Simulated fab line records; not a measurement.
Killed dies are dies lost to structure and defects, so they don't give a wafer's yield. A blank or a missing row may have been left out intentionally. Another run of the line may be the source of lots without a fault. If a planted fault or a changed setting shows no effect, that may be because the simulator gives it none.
A struck lot beside a sound one    flow n5-finfet    20 out of 1938 route steps
Sound: the wafers L349.4, L349.5, L349.6. The struck wafers were L345.1, L345.2, L345.4. The cause is named last.
Per side, at each step with rows, come the tool, then ch with its chambers, and then its first start. Under that, the readings that differ: sound wafers    struck wafers    difference of the means    sigmas: that difference in standard deviations of wafers without a fault.
alike: readings with means less than 2 such deviations apart, plus words and numbers identical on both sides. not compared: withheld readings, readings lacking a value on some wafer, bounds such as >300 that could conceal the same value, and numbers that have no deviation in the record and whose values overlap.
The two part at a step that has a row with sigmas, a row that says differs or no value, or rows on one side only. Numbers that don't overlap but have no deviation are shown without sigmas and don't part them. Lack of a reading on every wafer of one side parts them only where that side has two or more wafers.

first, 8 steps without rows for these wafers: N5_BEOL_M6_COAT_59 (time 60 s, resist thk 100 nm); N5_BEOL_M6_COAT_60 (time 60 s, resist thk 35 nm); N5_BEOL_M6_COAT_05 (resist thk 90 nm); N5_BEOL_M6_EBR_07; N5_BEOL_M6_SOFTBAKE_06 (time 60 s); N5_BEOL_M6_EXPOSE_08 (exposes mask M6); N5_BEOL_M6_PEB_09 (peb time 60 s); N5_BEOL_M6_DEVELOP_10 (develop time 30 s).
N5_BEOL_M6_CD_MEAS_11 targets a cd of 38.5 nm.
  sound on cd-sem-03 ch 0, day 12 04:33; struck on cd-sem-03 ch 0, day 11 07:35
reading     sound           struck          difference  sigmas
cd-nm (nm)  37.9 39.6 38.9  37.8 37.3 37.4  -1.3        -2
N5_BEOL_M6_OVL_MEAS_12:
  sound on overlay-02 ch 0, day 12 04:35; struck on overlay-01 ch 0, day 11 07:37
  alike: M6_OVL
N5_BEOL_M6_INSPECT_13: inspects for defects (brightfield).
  sound on defect-inspect-01 at day 12 04:36; struck on defect-inspect-01 at day 11 07:38
  alike: raw-defect-count
N5_BEOL_M6_DESCUM_16: chemistry O2, time 7.9 s.
  sound on rie-diel-04 ch 1,2, day 12 04:40; struck on rie-diel-06 ch 0,2,3, day 11 08:19
  alike: drypump-motor-current-A, oes-product-au, rf-fwd-power-W, rf-vpp-V, showerhead-plenum-p-Torr, throttle-valve-pct
  not compared: rf-hours-counter-h
N5_BEOL_M6_ETCH_61: etches SiARC in CF4, target depth 45.5 nm, time 75.8 s.
  sound on rie-diel-04 ch 1,2, day 12 04:41; struck on rie-diel-06 ch 0,2,3, day 11 08:22
  no value came back on the struck wafers for any of 9 readings (bias-w (W), cf4-flow-sccm (sccm) and others); on the sound wafers bias-w (W) reads 36.02 36.21 36.01
reading                                       sound           struck          difference  sigmas
model.CAR-ArF_of_BEOL_M6_COAT_05.thk-nm (nm)  50.4 50.2 50.6  83.8 83.8 83.8  +33.4       
  not compared: rf-hours-counter-h
N5_BEOL_M6_ETCH_62: etches SOC in N2/H2, target depth 110 nm, overetch 22 nm, time 165 s.
  sound on rie-diel-04 ch 1,2, day 12 04:45; struck on rie-diel-06 ch 0,2,3, day 11 08:25
reading                sound           struck          difference  sigmas
oes-product-au (a.u.)  0.59 0.66 0.60  0.32 0.37 0.28  -0.29       -4
  alike: bias-w, chamber-pressure-mTorr, drypump-motor-current-A, rf-fwd-power-W, rf-vpp-V, showerhead-plenum-p-Torr, throttle-valve-pct
  not compared: rf-hours-counter-h
then, 1 step without rows for these wafers: N5_BEOL_M6_STRIP_68 (strips in N2/H2).
N5_BEOL_M6_STRIP_67: strips in CF4.
  sound on rie-diel-04 ch 1,2, day 12 04:53; struck on rie-diel-06 ch 0,2,3, day 11 08:34
  alike: drypump-motor-current-A, oes-product-au, rf-vpp-V, showerhead-plenum-p-Torr, throttle-valve-pct
  not compared: rf-hours-counter-h
N5_BEOL_M6_HM_OPEN_17: chemistry Cl2/BCl3, target TiN, target depth 20 nm, overetch 6 nm.
  sound on rie-metal-03 ch 0,1, day 12 04:58; struck on rie-metal-03 ch 0,1, day 11 08:36
reading                 sound              struck             difference  sigmas
oes-product-au (a.u.)   0.69 0.59 0.69     0.30 0.26 0.26     -0.38       -5
throttle-valve-pct (%)  22.40 22.23 22.38  23.03 22.89 22.87  +0.59       +2
  alike: drypump-motor-current-A, rf-fwd-power-W
  not compared: rf-hours-counter-h
N5_BEOL_M6_STRIP_19: strips in O2.
  sound on rie-diel-05 ch 0,1, day 12 05:02; struck on rie-diel-05 ch 1,2, day 11 08:44
  alike: drypump-motor-current-A, oes-product-au, rf-vpp-V, showerhead-plenum-p-Torr, throttle-valve-pct
  not compared: rf-hours-counter-h
N5_BEOL_M6_CD_MEAS_18: pitch 80 nm, target cd 40 nm.
  sound on cd-sem-02 at day 12 05:08; struck on cd-sem-02 at day 11 08:49
reading     sound           struck  difference                     sigmas
cd-nm (nm)  39.4 41.0 40.3  - - -   no value on the struck wafers  
then, 1 step without rows for these wafers: N5_BEOL_M6_COAT_63 (time 60 s, resist thk 60 nm).

## WHERE THEY PART
Earliest at N5_BEOL_M6_CD_MEAS_11; latest, in this record, at N5_BEOL_M6_CD_MEAS_18.

WHY: the cause the simulator had injected
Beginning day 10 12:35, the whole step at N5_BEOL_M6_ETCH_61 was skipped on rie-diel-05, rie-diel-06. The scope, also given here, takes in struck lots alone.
